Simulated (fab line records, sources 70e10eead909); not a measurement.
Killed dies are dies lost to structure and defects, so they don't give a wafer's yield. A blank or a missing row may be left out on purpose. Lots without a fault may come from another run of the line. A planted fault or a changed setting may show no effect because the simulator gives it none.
Which tool did it? | flow nand_harc | 24 lots, 72 wafers sampled, at 1 step of a route of 1302

WHAT THE GAUGES READ, wafer by wafer
NHARC_A_SLIT_CD_MEAS_09: target cd 300 nm.
lot  | measured     | on        | cd_nm (nm)
L074 | day 19 11:55 | cd_sem-03 | 300.3 300.8 299.4
L075 | day 19 21:51 | cd_sem-02 | 300.5 299.7 299.7
L076 | day 20 06:47 | cd_sem-03 | 300.5 300.5 299.1
L077 | day 20 15:27 | cd_sem-01 | 300.3 299.1 300.2
L078 | day 20 15:40 | cd_sem-01 | 299.3 299.9 299.0
L079 | day 21 18:32 | cd_sem-03 | 300.0 299.8 300.3
L081 | day 22 09:35 | cd_sem-01 | 300.4 300.2 299.8
L080 | day 22 11:28 | cd_sem-01 | 300.5 300.9 300.0
L082 | day 23 00:03 | cd_sem-02 | 299.2 299.6 300.4
L084 | day 23 19:43 | cd_sem-03 | 300.4 300.1 299.7
L083 | day 23 19:53 | cd_sem-02 | 300.6 300.2 299.9
L085 | day 23 21:36 | cd_sem-02 | 300.0 300.0 300.9
L087 | day 24 11:40 | cd_sem-02 | 299.6 300.0 300.2
L086 | day 24 12:20 | cd_sem-03 | 299.6 300.5 300.0
L089 | day 25 07:23 | cd_sem-02 | 300.5 300.7 299.8
L088 | day 25 07:43 | cd_sem-01 | 300.8 300.4 300.4
L090 | day 26 09:01 | cd_sem-03 | 299.4 300.7 301.5
L091 | day 26 10:24 | cd_sem-03 | 299.0 300.9 299.0
L093 | day 27 15:04 | cd_sem-03 | 300.1 300.0 299.1
L092 | day 27 15:34 | cd_sem-01 | 298.7 300.5 299.7
L094 | day 27 17:35 | cd_sem-02 | 299.4 300.4 298.1
L095 | day 28 07:44 | cd_sem-03 | 299.0 299.0 300.1
L096 | day 28 07:56 | cd_sem-01 | 300.1 300.1 300.2
L097 | day 28 23:26 | cd_sem-03 | 299.3 299.7 298.8

WHICH TOOL RAN EACH LOT (tool, then ch and the chambers of the sampled wafers, then the start)
The record holds no process step before these readings.

WHAT THE TOOLS THEMSELVES READ (means of the sampled wafers that have a number; where no wafer has one, the mark that the record gives instead)
The record holds no such reading with a usual standard deviation.

THE ANSWER, worked out from the rows above alone
Rule: what is usual is taken from the lots themselves. Put in order of their means at a reading, lots are off if they are a third of the lots or fewer, leave a main group of 4 or more, and stand apart from it by a gap of 3 or more times the standard deviation of the main group's means; of several such gaps the widest counts. A main group whose means are all the same, to the digits that the tables above print for the reading, isn't used. A lot without any number at a reading at which 4 lots or more have one is off too. The other lots that the step has rows for count as sound. The gauges are gone through in route order, then the tools' own readings, and for those a lot's mean is taken as printed above. The first step at which some lot is off is used, and at that step the reading that is off furthest; a lot without a number counts as furthest.
No lot is off at any reading shown: from this, nothing can be told.

WHAT THE SIMULATOR HAD PUT IN
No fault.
